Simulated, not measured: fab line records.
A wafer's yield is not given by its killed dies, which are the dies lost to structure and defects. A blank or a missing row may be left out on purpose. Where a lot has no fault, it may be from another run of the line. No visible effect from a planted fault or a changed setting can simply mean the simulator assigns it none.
8D (eight disciplines) problem report, filled in by code -- flow n5-finfet -- the parts of the form that need people (team, actions taken, sign-off) are left out
Where a reading is given only as a bound, like >300, the bound stands for it, and a mean or a difference that rests on one is marked > or <: the true number lies beyond.

## 1. THE ISSUE
At N5_BEOL_M0_SAQP_INSPECT_16, raw-defect-count averages 1836 over 6 wafers from 2 lots, while fault-free wafers read 488, standard deviation 110. Measured from the usual mean, that is +12 standard deviations.
The step: inspects for defects (brightfield).
Earliest sighting: wafer L122.1 on defect-inspect-02 at day 10 02:28. Wafers with a number at this step in the record: 22, from 8 lots. The rule behind "out" and "out of limits": a value lying over 4 standard deviations away from the usual mean. The rest of the wafers with a number are treated as sound.

## 2. WHAT IT IS; WHAT IT IS NOT
question,is,is not
which readings at this step,raw-defect-count,-
which lots,"L122, L124","L107, L108, L109, L120, L125, L126"
which wafers of those lots,all that have a number,-
read on which gauges,"defect-inspect-01, defect-inspect-02",-
when,from day 10 02:28,"up to then (11 sound wafers); but 5 sound wafers of L125, L126 came after"

## 3. THE SUSPECTS, EACH WITH WHAT RULES IT OUT
Counting: any tool at a process step up to the reading is kept as a suspect provided that every lot that is out went through it and no sound lot did after the first of them.
- ruled out: the gauge at N5_BEOL_M0_SAQP_INSPECT_16. Those wafers that are out were read across 2 gauges (defect-inspect-01, defect-inspect-02).
- pecvd-04 at N5_BEOL_M0_SAQP_PECVD_03 (deposits SiCN from 3MS/NH3, target thk 12 nm, time 21.1 s): kept. Every lot that is out went through it, starting with L122 (day 10 01:43), and after that it ran no sound lot; the last sound lot it ran before then is L108 (day 6 17:47).
Left after counting: pecvd-04 at N5_BEOL_M0_SAQP_PECVD_03.

## 4. THE CAUSE (what the simulator had put in)
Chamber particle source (pecvd-04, N5_BEOL_M0_SAQP_PECVD_03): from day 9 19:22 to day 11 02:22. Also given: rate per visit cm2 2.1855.
Counting left only this tool.

## 5. SEQUENCE OF EFFECTS, ordered by route
Each row: a reading where the mean over the struck wafers with a number is more than 3 standard deviations away from the usual. Readings are gone through only where the record gives a usual standard deviation; hours: the median, over the lots, of the time from a lot's start at the first step in this table giving one to that lot's start at this step; sigmas: the change measured in usual standard deviations.
hours,step,reading,usual,on struck wafers,change,sigmas
0,N5_BEOL_M0_SAQP_INSPECT_16,raw-defect-count,488,1836,+1348,+12
4,N5_BEOL_M0_SAQP_INSPECT_42,raw-defect-count,307,1694,+1386,+18
6,N5_BEOL_M0_CUTY_INSPECT_59,raw-defect-count,2.0,>300,>+298,+99 or more
160,N5_PASSIVATION_PROBE_49,defect-limited-yield,91.7 %,82.7,-9.0,-5.3
160,N5_PASSIVATION_PROBE_49,killed_at_M0_to_M3,34,138,+104,+10
160,N5_PASSIVATION_PROBE_49,killed-dies,98,204,+106,+5.3
160,N5_PASSIVATION_PROBE_49,killed-on-rim,13,34,+20,+4.6
160,N5_PASSIVATION_PROBE_49,sort_bin_5_function,4.8 %,9.7,+4.9,+4.5
160,N5_PASSIVATION_PROBE_49,sort-n-pass,1082,976,-106,-5.3
160,N5_PASSIVATION_PROBE_49,sort-yield-pct,91.7 %,82.7,-9.0,-5.3
Here are the process steps it includes:
- N5_PASSIVATION_PROBE_49
At these later measuring or inspecting steps, every struck wafer for which the step has a row has a number for every such reading, and none has moved that far: N5_BEOL_M4_RC_MEAS_101.

## 6. WHAT WOULD HAVE CAUGHT IT SOONER
In this record the first reading out of limits at a measuring or inspecting step was taken at day 10 02:28, 7 hours after the fault began at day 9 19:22.
Of the tool readings at N5_BEOL_M0_SAQP_PECVD_03 for which the record gives a usual standard deviation, none was out on any struck wafer, so an alarm limit of 4 standard deviations on them would not have fired.
Lots out: 2; of these, L124 started N5_BEOL_M0_SAQP_PECVD_03 on pecvd-04 after day 10 02:28. Holding the tool at that time would have saved it.
